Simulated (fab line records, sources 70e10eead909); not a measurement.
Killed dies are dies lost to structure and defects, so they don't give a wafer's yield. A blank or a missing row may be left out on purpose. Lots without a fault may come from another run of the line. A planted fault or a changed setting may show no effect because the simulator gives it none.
Chamber matching | flow nand_harc | NHARC_A_CHANNEL_FILL_D2_ALD_14 on ald_hk-01: 4 sister chambers
The step deposits SiO2, target thk 2.5 nm, pulse time 10 s, ald cycles 25. 4 wafers are shown with their chamber, then 7 later ones without.

WAFERS WITH THEIR CHAMBER
wafer  | chamber | heater_power_w (W)
L087.3 | 1       | 436
L087.6 | 3       | 448
L090.1 | 0       | 492
L090.5 | 2       | 475

WAFERS WITHOUT THEIR CHAMBER
wafer  | heater_power_w (W)
L090.6 | 449
L093.1 | 439
L093.2 | 506
L093.4 | 486
L095.3 | 488
L095.5 | 421
L095.6 | 484

WHICH CHAMBER EACH WENT THROUGH
wafer  | from the rows above     | in truth
L090.6 | can't be placed: 3 or 1 | 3
L093.1 | can't be placed: 1 or 3 | 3
L093.2 | can't be placed: 0 or 2 | 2
L093.4 | can't be placed: 0 or 2 | 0
L095.3 | can't be placed: 0 or 2 | 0
L095.5 | can't be placed: 1 or 3 | 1
L095.6 | can't be placed: 0 or 2 | 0
Placed correctly: 0 of 7. Can't be placed from these rows: 7 (the true chamber is among the candidates in 7). Placed wrongly: 0.
How it was worked out, from the rows above alone: a wafer's distance from a chamber is the root of the sum, over the readings, of the square of ((its reading less the chamber's mean) divided by the reading's scatter). The wafer belongs to the nearest chamber; if the next one is less than 2 further off, it can't be placed. A chamber's mean is the mean of its shown wafers. The scatter: with one shown wafer a chamber, the root of the mean of the squares of how far each hidden wafer lies from its nearest shown one.
